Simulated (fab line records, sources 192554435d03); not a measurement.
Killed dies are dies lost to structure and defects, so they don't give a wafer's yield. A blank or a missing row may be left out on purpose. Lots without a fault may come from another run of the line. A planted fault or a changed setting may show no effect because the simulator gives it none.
Chamber matching | flow n5_finfet | N5_FIN_CUT_ETCH_20 on rie_diel-04: 4 sister chambers
The step etches SiARC in CF4, target depth 26 nm, time 43.3 s. 4 wafers are shown with their chamber, then 8 later ones without.

WAFERS WITH THEIR CHAMBER
wafer  | chamber | showerhead_plenum_p_Torr (Torr)
L077.5 | 0       | 2.06
L088.3 | 3       | 2.23
L088.5 | 1       | 2.23
L091.1 | 2       | 2.14

WAFERS WITHOUT THEIR CHAMBER
wafer  | showerhead_plenum_p_Torr (Torr)
L091.3 | 2.23
L091.6 | 2.22
L094.2 | 2.14
L094.5 | 2.14
L094.6 | 2.22
L096.4 | 2.22
L096.5 | 2.05
L096.6 | 2.22

WHICH CHAMBER EACH WENT THROUGH
wafer  | from the rows above     | in truth
L091.3 | can't be placed: 1 or 3 | 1
L091.6 | can't be placed: 1 or 3 | 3
L094.2 | 2                       | 2
L094.5 | 2                       | 2
L094.6 | can't be placed: 1 or 3 | 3
L096.4 | can't be placed: 1 or 3 | 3
L096.5 | 0                       | 0
L096.6 | can't be placed: 1 or 3 | 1
Placed correctly: 3 of 8. Can't be placed from these rows: 5 (the true chamber is among the candidates in 5). Placed wrongly: 0.
How it was worked out, from the rows above alone: a wafer's distance from a chamber is the root of the sum, over the readings, of the square of ((its reading less the chamber's mean) divided by the reading's scatter). The wafer belongs to the nearest chamber; if the next one is less than 2 further off, it can't be placed. A chamber's mean is the mean of its shown wafers. The scatter: with one shown wafer a chamber, the root of the mean of the squares of how far each hidden wafer lies from its nearest shown one.
